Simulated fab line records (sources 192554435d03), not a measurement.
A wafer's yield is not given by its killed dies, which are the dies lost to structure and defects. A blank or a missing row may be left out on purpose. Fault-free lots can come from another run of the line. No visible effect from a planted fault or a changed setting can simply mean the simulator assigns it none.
Matching of chambers / flow n5_finfet / 4 sister chambers for N5_DUMMY_GATE_ALD_02 on ald_sin-03
The step deposits SiO2, target thk 2 nm, pulse time 1 s. 4 wafers are shown with their chamber, then 11 later ones without.

EACH WAFER AND ITS CHAMBER
wafer=L080.4; chamber=1; heater_power_outer_w (W)=289
wafer=L086.3; chamber=2; heater_power_outer_w (W)=245
wafer=L086.6; chamber=0; heater_power_outer_w (W)=254
wafer=L089.1; chamber=3; heater_power_outer_w (W)=215

WAFERS WHOSE CHAMBER IS MISSING
wafer=L089.3; heater_power_outer_w (W)=247
wafer=L089.6; heater_power_outer_w (W)=272
wafer=L095.1; heater_power_outer_w (W)=261
wafer=L095.2; heater_power_outer_w (W)=277
wafer=L095.3; heater_power_outer_w (W)=209
wafer=L096.3; heater_power_outer_w (W)=263
wafer=L096.5; heater_power_outer_w (W)=246
wafer=L096.6; heater_power_outer_w (W)=217
wafer=L097.1; heater_power_outer_w (W)=222
wafer=L097.3; heater_power_outer_w (W)=276
wafer=L097.4; heater_power_outer_w (W)=265

CHAMBER TAKEN BY EACH
wafer=L089.3; from the rows above=can't be placed: 2 or 0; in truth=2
wafer=L089.6; from the rows above=can't be placed: 1 or 0 or 2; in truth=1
wafer=L095.1; from the rows above=can't be placed: 0 or 2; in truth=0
wafer=L095.2; from the rows above=can't be placed: 1 or 0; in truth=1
wafer=L095.3; from the rows above=3; in truth=3
wafer=L096.3; from the rows above=can't be placed: 0 or 2 or 1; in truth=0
wafer=L096.5; from the rows above=can't be placed: 2 or 0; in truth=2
wafer=L096.6; from the rows above=3; in truth=3
wafer=L097.1; from the rows above=can't be placed: 3 or 2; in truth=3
wafer=L097.3; from the rows above=can't be placed: 1 or 0 or 2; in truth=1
wafer=L097.4; from the rows above=can't be placed: 0 or 2 or 1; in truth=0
Correct placement for 2 of the 11. Can't be placed from these rows: 9 (the true chamber is among the candidates in 9). Placed wrongly: 0.
How it was worked out, from the rows above alone: a wafer's distance from a chamber is the root of the sum, over the readings, of the square of ((its reading less the chamber's mean) divided by the reading's scatter). The wafer belongs to the nearest chamber; if the next one is less than 2 further off, it can't be placed. The mean given for a chamber averages the wafers shown for that chamber. The scatter (one wafer shown for each chamber): square how far every hidden wafer sits from the nearest shown wafer, average those squares and take the square root.
